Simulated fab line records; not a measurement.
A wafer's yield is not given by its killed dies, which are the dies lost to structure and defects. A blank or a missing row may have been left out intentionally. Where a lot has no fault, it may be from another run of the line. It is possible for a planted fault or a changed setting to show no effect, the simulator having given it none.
Chamber matching / flow n5 finfet / N5_BEOL_M11_CMP_52 on cmp-01 has 4 sister chambers
The step polishes, stops on SiCOH lowk, t overpolish 7 s, target thk 140 nm. 4 wafers are shown with their chamber, then 10 later ones without.

## WAFERS, EACH WITH ITS CHAMBER
wafer=L087.4; chamber=0; motor current A (A)=5.9
wafer=L088.4; chamber=3; motor current A (A)=5.5
wafer=L090.2; chamber=1; motor current A (A)=6.2
wafer=L090.4; chamber=2; motor current A (A)=5.9

## WAFERS WHOSE CHAMBER IS MISSING
wafer=L090.6; motor current A (A)=6.1
wafer=L092.1; motor current A (A)=5.9
wafer=L092.3; motor current A (A)=5.8
wafer=L092.4; motor current A (A)=6.3
wafer=L095.2; motor current A (A)=6.3
wafer=L095.5; motor current A (A)=5.3
wafer=L095.6; motor current A (A)=6.0
wafer=L096.2; motor current A (A)=6.6
wafer=L096.4; motor current A (A)=6.1
wafer=L096.5; motor current A (A)=6.2

## WHICH CHAMBER EACH ONE RAN IN
wafer=L090.6; from the rows above=can't be placed: 1 or 0 or 2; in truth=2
wafer=L092.1; from the rows above=can't be placed: 0 or 2 or 1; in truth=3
wafer=L092.3; from the rows above=can't be placed: 0 or 2 or 3 or 1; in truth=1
wafer=L092.4; from the rows above=can't be placed: 1 or 0 or 2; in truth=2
wafer=L095.2; from the rows above=can't be placed: 1 or 0 or 2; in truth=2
wafer=L095.5; from the rows above=3; in truth=3
wafer=L095.6; from the rows above=can't be placed: 0 or 2 or 1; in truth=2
wafer=L096.2; from the rows above=can't be placed: 1 or 0 or 2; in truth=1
wafer=L096.4; from the rows above=can't be placed: 1 or 0 or 2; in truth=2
wafer=L096.5; from the rows above=can't be placed: 1 or 0 or 2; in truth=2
Correctly placed: 1 of 10. Can't be placed from these rows: 9 (the true chamber is among the candidates in 8). Wrongly placed: 0.
How it was worked out, from the rows above alone: a wafer's distance from a chamber is the root of the sum, over the readings, of the square of ((its reading less the chamber's mean) divided by the reading's scatter). The wafer belongs to the nearest chamber; if the next one is less than 2 further off, it can't be placed. Each chamber's mean is taken over the wafers shown for it. The scatter: with one shown wafer a chamber, the root of the mean of the squares of how far each hidden wafer lies from its nearest shown one.
